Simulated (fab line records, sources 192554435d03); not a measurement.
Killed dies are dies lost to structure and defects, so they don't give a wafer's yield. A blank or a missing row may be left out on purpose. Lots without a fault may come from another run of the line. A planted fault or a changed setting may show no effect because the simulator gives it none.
Chamber matching | flow n5_finfet | N5_HKMG_FIN_ALD_75 on ald_hk-03: 4 sister chambers
The step deposits Al2O3, target thk 1 nm, co reactant pulse time 1 s. 4 wafers are shown with their chamber, then 8 later ones without.

WAFERS WITH THEIR CHAMBER
wafer  | chamber | heater_power_w (W)
L082.1 | 1       | 166
L082.3 | 0       | 148
L087.4 | 2       | 161
L090.1 | 3       | 136

WAFERS WITHOUT THEIR CHAMBER
wafer  | heater_power_w (W)
L090.2 | 164
L090.3 | 162
L091.3 | 148
L091.4 | 136
L091.6 | 138
L092.4 | 134
L092.5 | 134
L092.6 | 150

WHICH CHAMBER EACH WENT THROUGH
wafer  | from the rows above     | in truth
L090.2 | can't be placed: 1 or 2 | 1
L090.3 | can't be placed: 2 or 1 | 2
L091.3 | 0                       | 0
L091.4 | 3                       | 3
L091.6 | 3                       | 3
L092.4 | 3                       | 3
L092.5 | 3                       | 3
L092.6 | 0                       | 0
Placed correctly: 6 of 8. Can't be placed from these rows: 2 (the true chamber is among the candidates in 2). Placed wrongly: 0.
How it was worked out, from the rows above alone: a wafer's distance from a chamber is the root of the sum, over the readings, of the square of ((its reading less the chamber's mean) divided by the reading's scatter). The wafer belongs to the nearest chamber; if the next one is less than 2 further off, it can't be placed. A chamber's mean is the mean of its shown wafers. The scatter: with one shown wafer a chamber, the root of the mean of the squares of how far each hidden wafer lies from its nearest shown one.
